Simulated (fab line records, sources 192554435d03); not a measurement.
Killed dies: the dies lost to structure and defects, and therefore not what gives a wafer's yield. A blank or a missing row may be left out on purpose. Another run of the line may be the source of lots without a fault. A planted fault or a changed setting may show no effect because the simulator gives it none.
A lot that was struck, set against a sound lot    flow n5Finfet    37 steps out of a route of 1938
Sound: these wafers, L463.3, L463.4, L463.6. Struck: wafer L467.3 (left out: L467.1, L467.6 of the same lot, which were not struck); the cause appears at the end.
For every step that has rows: the tool of each side, followed by ch and its chambers, followed by its first start. Under that, the readings that differ: sound wafers    struck wafers    difference of the means    sigmas: that difference in standard deviations of wafers without a fault.
alike: a reading whose means differ by less than 2 such deviations, as well as words and numbers matching on both sides. not compared: withheld readings; readings where some wafer has no value; bounds like >300 that might hide an equal value; numbers whose values overlap and for which the record gives no deviation.
A row with sigmas, a row that says differs or no value, or rows on one side alone: a step with any of these is where the two part. When numbers do not overlap yet have no deviation, they are printed without sigmas and do not part them. A reading that every wafer of one side lacks parts them only if that side has two wafers or more.

first, 9 steps without rows for these wafers: N5_HKMG_FIN_SOFTBAKE_44 (time 60 s); N5_HKMG_FIN_EXPOSE_46 (exposes mask NDIPOLE); N5_HKMG_FIN_PEB_47 (peb time 60 s); N5_HKMG_FIN_DEVELOP_48 (develop time 30 s); N5_HKMG_FIN_DESCUM_53 (chemistry O2, time 7.9 s); N5_HKMG_FIN_ETCH_54 (etches SiARC in CF4, target depth 45.5 nm, time 75.8 s); N5_HKMG_FIN_ETCH_55 (etches SOC in N2/H2, target depth 240 nm, time 300 s); N5_HKMG_FIN_STRIP_56 (strips in N2/H2); N5_HKMG_FIN_STRIP_57 (strips in CF4).
N5_HKMG_FIN_ETCH_58: etches SOC in N2/H2, target depth 215.8 nm, time 741 s.
  sound on rieDiel-03 ch 1,2,3, day 4 19:59; struck on rieDiel-03 ch 1, day 6 01:01
reading                                   sound              struck  difference  sigmas
runLengthS (s)                            764.4 764.8 763.6  636.9   -127.4      -99 or more
model.SOC_of_HKMG_FIN_COAT_41.thkNm (nm)  80.8 90.4 81.4     128.2   +44.0       
model.etch.depthNm (nm)                   219.7 210.1 218.7  172.2   -44.0       
model.HKMG_FIN.featureDepthNm (nm)        219.8 210 218.6    172.2   -43.9       
  alike: drypumpMotorCurrentA, oesProductAu, rfVppV, showerheadPlenumPTorr, throttleValvePct
  not compared: rfHoursCounterH
N5_HKMG_FIN_STRIP_93: strips SOC in N2/H2, time 20 s.
  sound on rieDiel-03 ch 1,2,3, day 4 20:25; struck on rieDiel-03 ch 1, day 6 01:26
reading                                   sound         struck  difference  sigmas
model.SOC_of_HKMG_FIN_COAT_41.thkNm (nm)  70.6 80.6 71  118.4   +44.3       
  alike: biasPowerW, drypumpMotorCurrentA, oesProductAu, rfVppV, showerheadPlenumPTorr, throttleValvePct
  not compared: rfHoursCounterH
then, 24 steps without rows for these wafers: N5_HKMG_FIN_WET_ETCH_76 (etches Al2O3 in dNH4OH, stops on La2O3, target depth 2.25 nm, rinse time 30 s); N5_HKMG_FIN_STRIP_60 (strips in N2/H2, time 360 s); N5_HKMG_FIN_WET_ETCH_77 (etches La2O3 in dHCl, stops on HfO2, target depth 2 nm); N5_HKMG_FIN_WET_ETCH_78 (etches Al2O3 in dNH4OH, stops on La2O3, target depth 4.5 nm, rinse time 30 s); N5_HKMG_FIN_ALD_79 (deposits TiN, target thk 1.5 nm, pulse time 1 s, purge time 3 s); N5_HKMG_FIN_CVD_62 (deposits a-Si from Si2H6, target thk 3 nm, time 20.8 s); N5_HKMG_FIN_RTA_80 (time 2 s); N5_HKMG_FIN_PRECLEAN_64 (cleans in dHF, time 30 s); N5_HKMG_FIN_WET_ETCH_65 (etches a-Si in TMAH, stops on TiN, time 49 s, target depth 3 nm); N5_HKMG_FIN_WET_ETCH_81 (etches TiN in SC1, stops on HfO2, time 57 s, target depth 6 nm); N5_HKMG_FIN_WET_ETCH_82 (etches La2O3 in dHCl, stops on HfO2, target depth 2 nm, rinse time 30 s); N5_HKMG_FIN_ALD_36 (deposits TiN, target thk 1 nm, pulse time 1 s, purge time 3 s); N5_HKMG_FIN_PWFM_ALD_03 (deposits TiN, target thk 2 nm, pulse time 1 s, purge time 3 s); N5_HKMG_FIN_COAT_29 (time 60 s, resist thk 300 nm); N5_HKMG_FIN_COAT_30 (time 60 s, resist thk 35 nm); N5_HKMG_FIN_COAT_06 (resist thk 90 nm); N5_HKMG_FIN_EBR_08; N5_HKMG_FIN_SOFTBAKE_07 (time 60 s); N5_HKMG_FIN_EXPOSE_09 (exposes mask NWFM); N5_HKMG_FIN_PEB_10 (peb time 60 s); N5_HKMG_FIN_DEVELOP_11 (develop time 30 s); N5_HKMG_FIN_DESCUM_17 (chemistry O2, time 7.9 s); N5_HKMG_FIN_ETCH_31 (etches SiARC in CF4, target depth 45.5 nm, time 75.8 s); N5_HKMG_FIN_ETCH_32 (etches SOC in N2/H2, target depth 240 nm, time 300 s).
-- a jump in the record: the struck wafers' starts before and after are 4 days apart (it breaks off in module HKMG_FIN and resumes in module BEOL_M4, where the first step shown is number 1111 of the route) --
N5_BEOL_M4_RC_MEAS_101:
  sound on prober-02 ch 0, day 8 19:25; struck on prober-02 ch 0, day 10 07:34
reading              sound                       struck    difference  sigmas
IOFF_N (nA/um)       0.159 0.155 0.179           0.517     +0.353      +12
IOFF_N_85C (nA/um)   3.1 3.0 3.4                 8.5       +5.3        +12
IOFF_N_LIN (nA/um)   0.074 0.072 0.080           0.237     +0.162      +15
IOFF_N_LONG (nA/um)  5.84e-05 5.92e-05 5.82e-05  0.000148  +0.000089   +31
VT_N (mV)            250.8 249.7 247.3           215.2     -34.1       -12
VT_N_LONG (mV)       273.3 275.0 273.2           242.2     -31.6       -17
  alike: DIBL_N, DIBL_P, IOFF_P, ION_N, ION_P, SS_N, SS_P, VT_P
-- a jump in the record: the struck wafers' starts before and after are 5 days apart (it breaks off in module BEOL_M4 and resumes in module PASSIVATION, where the first step shown is number 1936 of the route) --
N5_PASSIVATION_PROBE_49:
  sound: prober-01 at day 13 01:32; struck: prober-02 at day 15 07:12
reading                 sound           struck  difference  sigmas
defectLimitedYield (%)  91.2 90.1 92.7  88.1    -3.2        -2
killedAtOther           6 3 7           13      +8          +3
killedDies              104 117 86      140     +38         +2
killedShort             37 37 27        52      +18         +2
sort_bin_4_leakage (%)  0 0 0           58.98   +58.98      
sort_bin_6_memory (%)   3.1 3.6 2.4     4.7     +1.7        +2
sortNPass               1076 1063 1094  344     -734        -41
sortYieldPct (%)        91.2 90.1 92.7  29.2    -62.1       -41
  alike: killed_at_M0_to_M3, killed_at_M4_up, killedAtContacts, killedAtFrontEnd, killedOnRim, killedOpen, sort_bin_5_function

WHERE THEY PART
At N5_HKMG_FIN_ETCH_58 first; at N5_PASSIVATION_PROBE_49 last (within this record only).

WHY: what the simulator had put in
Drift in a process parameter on rieDiel-03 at N5_HKMG_FIN_ETCH_58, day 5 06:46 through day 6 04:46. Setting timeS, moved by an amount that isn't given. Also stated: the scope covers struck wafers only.
